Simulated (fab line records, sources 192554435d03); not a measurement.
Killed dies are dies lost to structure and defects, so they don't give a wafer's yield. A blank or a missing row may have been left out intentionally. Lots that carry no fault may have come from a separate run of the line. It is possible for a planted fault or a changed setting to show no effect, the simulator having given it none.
One fault seen from 2 desks + flow n5-finfet + each desk holds nothing but its own numbers, with what lay behind them at the end

## METROLOGY DESK
Lot by lot, what the gauges showed, no matter which tool ran the lot: averages of those sampled wafers that carry a number. Marked OUT: a lot whose mean sits more than 4 standard deviations from the usual mean, which makes it out of limits; the brackets give that distance. 7 of its 11 readings are shown: the first one out of limits and those lying furthest out on some lot.
Columns: A = cd-nm at N5_FIN_CUT_CD_MEAS_08, usual 29.18 nm; B = DIBL_P at N5_BEOL_M4_RC_MEAS_101, usual 37.4 mV/V; C = IOFF_N at N5_BEOL_M4_RC_MEAS_101, usual 0.18 nA/um; D = IOFF_P at N5_BEOL_M4_RC_MEAS_101, usual 0.23 nA/um; E = SS_N at N5_BEOL_M4_RC_MEAS_101, usual 71.7 mV/dec; F = SS_P at N5_BEOL_M4_RC_MEAS_101, usual 73.5 mV/dec; G = VT_N at N5_BEOL_M4_RC_MEAS_101, usual 249 mV
| lot  | first seen here | A                | B    | C    | D    | E    | F    | G   |
|------|-----------------|------------------|------|------|------|------|------|-----|
| L137 | day 2 16:07     | 29.29            | 39.1 | 0.18 | 0.23 | 72.1 | 73.8 | 249 |
| L140 | day 3 09:42     | 29.12            | 39.3 | 0.18 | 0.25 | 71.9 | 74.2 | 251 |
| L141 | day 3 16:41     | 29.14            | 36.6 | 0.17 | 0.25 | 71.7 | 73.3 | 248 |
| L144 | day 4 09:37     | 29.06            | 37.9 | 0.19 | 0.28 | 72.1 | 73.8 | 246 |
| L150 | day 5 22:19     | 30.25 (+4.7) OUT | 36.0 | 0.17 | 0.21 | 71.9 | 73.0 | 250 |
| L151 | day 6 02:26     | 30.20 (+4.4) OUT | 38.6 | 0.17 | 0.24 | 71.6 | 73.3 | 251 |
| L153 | day 6 15:32     | 28.89            | 36.3 | 0.17 | 0.22 | 71.9 | 73.5 | 250 |
| L154 | day 6 20:55     | 29.35            | 40.6 | 0.25 | 0.32 | 72.7 | 74.6 | 243 |
This desk's verdict: out of limits on L150, L151, starting with L150 at day 5 22:19 (cd-nm at N5_FIN_CUT_CD_MEAS_08). L137, L140, L141, L144, L153, L154 stayed within limits.

## TOOL OWNER'S DESK, euv-scanner-01
The tool's own readings at N5_FIN_CUT_EXPOSE_05 (exposes mask FIN CUT): means of the sampled wafers that have a number, for each lot that ran on this tool. Marked OUT: a lot whose mean sits more than 4 standard deviations from the usual mean, which makes it out of limits; the brackets give that distance.
Columns: A = exposure-dose-mJ-cm2 at N5_FIN_CUT_EXPOSE_05, usual 45.63; B = stage-msd-nm at N5_FIN_CUT_EXPOSE_05, usual 0.872 nm
| lot  | first seen here | A               | B     |
|------|-----------------|-----------------|-------|
| L137 | day 2 15:59     | 45.61           | 0.895 |
| L140 | day 3 09:34     | 45.63           | 0.894 |
| L150 | day 5 22:11     | 48.46 (+66) OUT | 0.890 |
| L151 | day 6 02:20     | 47.86 (+52) OUT | 0.891 |
This desk's verdict: out of limits on L150, L151, starting with L150 at day 5 22:11 (exposure-dose-mJ-cm2 at N5_FIN_CUT_EXPOSE_05). L137, L140 stayed within limits.

## PUT TOGETHER
The tool owner's desk could have raised an alarm at day 5 22:11, on L150, L151.
L150, L151 would have let the metrology desk raise an alarm at day 5 22:19.
All the named lots went through N5_FIN_CUT_EXPOSE_05 on euv-scanner-01.

## WHAT THE SIMULATOR HAD INSERTED
Process parameters drifting: euv-scanner-01 at N5_FIN_CUT_EXPOSE_05, beginning at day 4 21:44. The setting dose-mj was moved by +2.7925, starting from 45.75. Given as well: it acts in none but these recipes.
Lots struck among those shown: L150, L151.
Time in hours from fault onset to the first out-of-limits reading at each desk: tool owner's desk 24, metrology desk 25.
